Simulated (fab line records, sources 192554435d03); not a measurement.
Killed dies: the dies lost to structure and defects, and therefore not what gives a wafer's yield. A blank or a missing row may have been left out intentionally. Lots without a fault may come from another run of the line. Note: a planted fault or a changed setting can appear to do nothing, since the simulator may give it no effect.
Which tool is to blame? + flow n5_finfet + Sampling: 12 lots, 36 wafers, 4 of 1938 route steps

WHAT EACH GAUGE READ, for each wafer
N5_BEOL_M15_CD_MEAS_10 targets a cd of 360 nm.
| lot  | measured     | on        | cd_nm (nm)        |
|------|--------------|-----------|-------------------|
| L326 | day 11 09:47 | cd_sem-03 | 357.4 358.6 357.8 |
| L327 | day 11 13:38 | cd_sem-02 | 359.3 359.6 359.8 |
| L332 | day 13 01:59 | cd_sem-03 | 358.9 357.8 358.4 |
| L333 | day 13 22:15 | cd_sem-03 | 359.7 359.6 360.2 |
| L335 | day 13 14:31 | cd_sem-03 | 359.3 359.1 359.9 |
| L336 | day 13 21:54 | cd_sem-02 | 358.0 357.8 358.2 |
| L339 | day 13 20:57 | cd_sem-02 | 361.7 362.6 361.6 |
| L340 | day 15 06:29 | cd_sem-01 | 358.9 358.9 359.8 |
| L347 | day 16 12:02 | cd_sem-02 | 359.1 358.2 358.3 |
| L346 | day 16 14:26 | cd_sem-02 | 361.0 360.6 361.1 |
| L349 | day 17 00:09 | cd_sem-03 | 361.2 362.8 361.3 |
| L348 | day 17 17:25 | cd_sem-01 | 361.4 363.6 362.5 |

N5_MIM_TOP_LITHO_CD_MEAS_08 targets a cd of 2000 nm.
| lot  | measured     | on        | cd_nm (nm)           |
|------|--------------|-----------|----------------------|
| L326 | day 11 18:41 | cd_sem-02 | 1999.2 1999.8 1999.7 |
| L327 | day 11 21:56 | cd_sem-03 | 2000.6 1999.0 1999.9 |
| L332 | day 13 17:20 | cd_sem-03 | 2001.1 1998.6 1998.3 |
| L333 | day 14 11:22 | cd_sem-03 | 2001.9 2001.1 2001.9 |
| L335 | day 14 00:19 | cd_sem-03 | 1998.6 1998.7 1998.2 |
| L336 | day 14 10:10 | cd_sem-01 | 2003.2 2000.3 2000.9 |
| L339 | day 14 07:41 | cd_sem-03 | 2001.1 2000.3 2001.8 |
| L340 | day 15 17:11 | cd_sem-01 | 1999.9 2001.2 2000.5 |
| L347 | day 16 22:08 | cd_sem-03 | 1999.1 2000.8 2002.3 |
| L346 | day 16 22:22 | cd_sem-03 | 1999.9 2001.4 2001.6 |
| L349 | day 17 09:40 | cd_sem-02 | 1997.8 1997.5 2000.2 |
| L348 | day 18 01:51 | cd_sem-02 | 1998.5 1998.2 1999.1 |

N5_MIM_TOP_LITHO_OVL_MEAS_11.
| lot  | measured     | on         | MIM_TOP_OVL (nm) |
|------|--------------|------------|------------------|
| L326 | day 11 18:43 | overlay-01 | -7 0 4           |
| L327 | day 11 21:58 | overlay-01 | -2 -8 4          |
| L332 | day 13 17:22 | overlay-02 | -15 -8 -9        |
| L333 | day 14 11:23 | overlay-01 | 8 -4 0           |
| L335 | day 14 00:20 | overlay-01 | -3 -3 -3         |
| L336 | day 14 10:12 | overlay-02 | -7 -7 3          |
| L339 | day 14 07:43 | overlay-02 | 9 13 13          |
| L340 | day 15 17:13 | overlay-02 | -4 -8 -4         |
| L347 | day 16 22:10 | overlay-02 | -12 0 -3         |
| L346 | day 16 22:23 | overlay-01 | -7 -3 -7         |
| L349 | day 17 09:42 | overlay-02 | -2 6 10          |
| L348 | day 18 01:53 | overlay-02 | 0 -8 -6          |

WHICH TOOL RAN EACH LOT (tool, then ch and the chambers of the sampled wafers, then the start)
| lot  | N5_BEOL_M7_ALD_77                   |
|------|-------------------------------------|
| L326 | ald_metal-02 ch 2,3, day 9 02:51    |
| L327 | ald_metal-01 ch 0,1,3, day 9 08:00  |
| L332 | ald_metal-03 ch 2,3, day 10 20:44   |
| L333 | ald_metal-02 ch 0,1, day 11 12:11   |
| L335 | ald_metal-01 ch 0,1, day 11 12:21   |
| L336 | ald_metal-03 ch 0,1,2, day 11 12:51 |
| L339 | ald_metal-01 ch 1,2,3, day 11 16:47 |
| L340 | ald_metal-03 ch 1,2, day 13 03:11   |
| L347 | ald_metal-02 ch 1,3, day 14 06:08   |
| L346 | ald_metal-01 ch 1,3, day 14 11:47   |
| L349 | ald_metal-01 ch 0,1,2, day 14 17:28 |
| L348 | ald_metal-01 ch 0,3, day 15 11:50   |
- N5_BEOL_M7_ALD_77: deposits TaN, target thk 2 nm, pulse time 2 s, purge time 3 s.

WHAT THE TOOLS THEMSELVES READ (means of the sampled wafers that have a number; where no wafer has one, the mark that the record gives instead)
N5_BEOL_M7_ALD_77.
| lot  | tool         | chamber_pressure_Torr (Torr) | heater_power_w (W) | mfc_carrier_sccm (sccm) | precursor_vessel_pressure_torr (Torr) | susceptor_temp_C (C) |
|------|--------------|------------------------------|--------------------|-------------------------|---------------------------------------|----------------------|
| L326 | ald_metal-02 | 3.002                        | 441                | 1497                    | 26.28                                 | 274.99               |
| L327 | ald_metal-01 | 3.004                        | 450                | 1497                    | 26.20                                 | 274.99               |
| L332 | ald_metal-03 | 2.998                        | 428                | 1501                    | 26.19                                 | 275.04               |
| L333 | ald_metal-02 | 3.009                        | 411                | 1497                    | 26.23                                 | 274.97               |
| L335 | ald_metal-01 | 2.996                        | 444                | 1502                    | 26.24                                 | 275.03               |
| L336 | ald_metal-03 | 2.999                        | 452                | 1502                    | 26.28                                 | 274.87               |
| L339 | ald_metal-01 | 3.002                        | 428                | 1499                    | 26.27                                 | 274.90               |
| L340 | ald_metal-03 | 3.007                        | 472                | 1498                    | 26.20                                 | 274.75               |
| L347 | ald_metal-02 | 2.998                        | 419                | 1497                    | 26.24                                 | 275.25               |
| L346 | ald_metal-01 | 2.990                        | 482                | 1500                    | 26.26                                 | 274.97               |
| L349 | ald_metal-01 | 3.004                        | 425                | 1497                    | 26.26                                 | 274.93               |
| L348 | ald_metal-01 | 3.000                        | 403                | 1495                    | 26.24                                 | 274.99               |

THE ANSWER, worked out from the rows above alone
Rule: the lots themselves supply what counts as usual. Put in order of their means at a reading, lots are off if they are a third of the lots or fewer, leave a main group of 4 or more, and stand apart from it by a gap of 3 or more times the standard deviation of the main group's means; of several such gaps the widest counts. If all means in a main group match to the digits the tables above print for the reading, that group is not used. Also off: a lot with no number at a reading for which 4 or more lots have one. Where the step has rows for the other lots, those lots are counted as sound. First the gauges in route order, then the tools' own readings, where a lot's mean is used as printed above. The first step at which some lot is off is used, and at that step the reading that is off furthest; a lot without a number counts as furthest.
No lot is off at any reading shown: from this, nothing can be told.

WHAT WAS PUT IN BY THE SIMULATOR
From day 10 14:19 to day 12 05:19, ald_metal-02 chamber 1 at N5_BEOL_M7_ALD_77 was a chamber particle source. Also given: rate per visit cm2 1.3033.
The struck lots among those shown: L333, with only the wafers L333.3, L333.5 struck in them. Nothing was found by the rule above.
